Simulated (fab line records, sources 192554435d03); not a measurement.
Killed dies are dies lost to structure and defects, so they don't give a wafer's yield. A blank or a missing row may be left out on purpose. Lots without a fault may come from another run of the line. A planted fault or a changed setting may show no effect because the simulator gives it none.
Chamber matching | flow n5_finfet | N5_BEOL_M14_DESCUM_15 on rie_diel-01: 4 sister chambers
The step chemistry O2, time 7.9 s. 8 wafers are shown with their chamber, then 11 later ones without.

WAFERS WITH THEIR CHAMBER
wafer  | chamber | showerhead_plenum_p_Torr (Torr) | throttle_valve_pct (%)
L081.4 | 0       | 2.20                            | 20.14
L081.6 | 2       | 2.16                            | 20.58
L086.2 | 0       | 2.20                            | 20.16
L086.3 | 3       | 2.02                            | 20.09
L088.1 | 1       | 2.15                            | 20.64
L088.4 | 3       | 2.01                            | 20.10
L088.5 | 1       | 2.15                            | 20.65
L090.1 | 2       | 2.16                            | 20.59

WAFERS WITHOUT THEIR CHAMBER
wafer  | showerhead_plenum_p_Torr (Torr) | throttle_valve_pct (%)
L090.5 | 2.16                            | 20.59
L090.6 | 2.01                            | 20.11
L093.2 | 2.15                            | 20.60
L093.4 | 2.15                            | 20.65
L093.6 | 2.16                            | 20.60
L076.2 | 2.01                            | 20.13
L076.3 | 2.15                            | 20.62
L076.5 | 2.19                            | 20.19
L097.1 | 2.19                            | 20.20
L097.3 | 2.14                            | 20.30
L097.6 | 2.15                            | 20.62

WHICH CHAMBER EACH WENT THROUGH
wafer  | from the rows above     | in truth
L090.5 | 2                       | 2
L090.6 | 3                       | 3
L093.2 | can't be placed: 2 or 1 | 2
L093.4 | 1                       | 1
L093.6 | 2                       | 2
L076.2 | 3                       | 3
L076.3 | 1                       | 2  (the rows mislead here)
L076.5 | 0                       | 0
L097.1 | 0                       | 0
L097.3 | 0                       | 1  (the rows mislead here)
L097.6 | 1                       | 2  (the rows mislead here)
Placed correctly: 7 of 11. Can't be placed from these rows: 1 (the true chamber is among the candidates in 1). Placed wrongly: 3.
How it was worked out, from the rows above alone: a wafer's distance from a chamber is the root of the sum, over the readings, of the square of ((its reading less the chamber's mean) divided by the reading's scatter). The wafer belongs to the nearest chamber; if the next one is less than 2 further off, it can't be placed. A chamber's mean is the mean of its shown wafers. The scatter: the root of (the sum of the squares of (reading less its chamber's mean) over the shown wafers, divided by (wafers less chambers)).
